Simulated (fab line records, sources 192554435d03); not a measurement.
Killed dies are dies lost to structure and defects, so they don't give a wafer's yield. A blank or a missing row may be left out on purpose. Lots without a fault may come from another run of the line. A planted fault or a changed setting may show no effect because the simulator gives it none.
Split-lot experiment | flow n5_finfet | 7 lots, 21 wafers read, on a route of 1938 steps

THE SPLIT
At N5_BEOL_M7_COAT_71 (time 60 s, resist thk 5 nm), the setting spin_rpm was moved away from the recipe's 1500 rpm on 4 of the 21 wafers read, by +4.1% to +10.5%. The other wafers ran this setting at the recipe's value.

FROM THE SPLIT TO THE READING: what the file shows between them, 4 steps
- N5_BEOL_M7_COAT_22: resist thk 30 nm (also split here: spin_rpm)
- N5_BEOL_M7_EBR_24
- N5_BEOL_M7_SOFTBAKE_23: time 60 s
- N5_BEOL_M7_DESCUM_33: chemistry O2, time 7 s

THE READING
etch.depth_nm (the simulator's own value, which no gauge read), in nm, at N5_BEOL_M7_ETCH_72 (etches underlayer in N2/H2, target depth 6.5 nm, time 5.2 s). The file gives no usual value for it. The 17 wafers here that ran the recipe average 5.000 nm, standard deviation 0.0098 nm.

wafer  | tool, chamber at the split | spin_rpm as run, rpm | against the recipe | etch.depth_nm, nm | against lot-mates on the recipe
L075.1 | litho_track-02, 0          | 1574                 | +4.9%              | 4.889             | -0.115
L075.5 | litho_track-02, 0          | 1500                 | recipe             | 5.007             | -
L075.6 | litho_track-02, 0          | 1500                 | recipe             | 5.002             | -
L077.3 | litho_track-01, 0          | 1500                 | recipe             | 5.014             | -
L077.5 | litho_track-01, 0          | 1561                 | +4.1%              | 4.931             | -0.078
L077.6 | litho_track-01, 0          | 1500                 | recipe             | 5.004             | -
L080.1 | litho_track-05, 0          | 1500                 | recipe             | 4.996             | -
L080.5 | litho_track-05, 0          | 1500                 | recipe             | 5.001             | -
L080.6 | litho_track-05, 0          | 1500                 | recipe             | 4.994             | -
L084.2 | litho_track-02, 0          | 1657                 | +10.5%             | 4.763             | -0.247
L084.5 | litho_track-02, 0          | 1657                 | +10.5%             | 4.763             | -0.247
L084.3 | litho_track-02, 0          | 1500                 | recipe             | 5.01              | -
L085.1 | litho_track-05, 0          | 1500                 | recipe             | 5.018             | -
L085.2 | litho_track-05, 0          | 1500                 | recipe             | 5.001             | -
L085.6 | litho_track-05, 0          | 1500                 | recipe             | 5.003             | -
L089.3 | litho_track-01, 0          | 1500                 | recipe             | 5.005             | -
L089.5 | litho_track-01, 0          | 1500                 | recipe             | 4.988             | -
L089.6 | litho_track-01, 0          | 1500                 | recipe             | 4.997             | -
L097.1 | litho_track-01, 0          | 1500                 | recipe             | 4.974             | -
L097.2 | litho_track-01, 0          | 1500                 | recipe             | 4.998             | -
L097.6 | litho_track-01, 0          | 1500                 | recipe             | 4.994             | -

THE FIT
A straight line over all 21 wafers: etch.depth_nm changes by -0.0224 nm for each +1% of spin_rpm; r = -0.99; the points scatter about the line by 0.011 nm.
The same after taking each lot's own level away (the mean of its wafers on the recipe; 21 wafers): -0.0234 nm for each +1%; r = -1.00; scatter 0.0074 nm.
On that fit, the largest move of spin_rpm shifts the reading by 0.24 nm.
The lots' own levels span 4.9887 to 5.0100 nm, that is 2.2 times the standard deviation above.
So the lot-to-lot level changes the slope little: the two slopes agree.
Check: with one of the wafers moved furthest among these (+10.5%) left out of the fit, the line predicts -0.242 nm for it against its lot-mates. It came out at -0.247 nm against them.

OTHER SPLITS ON THESE WAFERS
These wafers also went through other splits before the reading. Each is held against what the fit with the lots' levels taken away leaves over:
other split on the same wafers | wafers away from the commonest value | r with etch.depth_nm (lot level and that fit taken away)
N5_BEOL_M5_COAT_22 spin_rpm    | 6                                    | +0.10
N5_BEOL_M7_COAT_22 spin_rpm    | 7                                    | +0.13

THE FILE'S OWN FIT
etch.depth_nm changes by -0.0231 nm for each +1% of spin_rpm, r = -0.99.
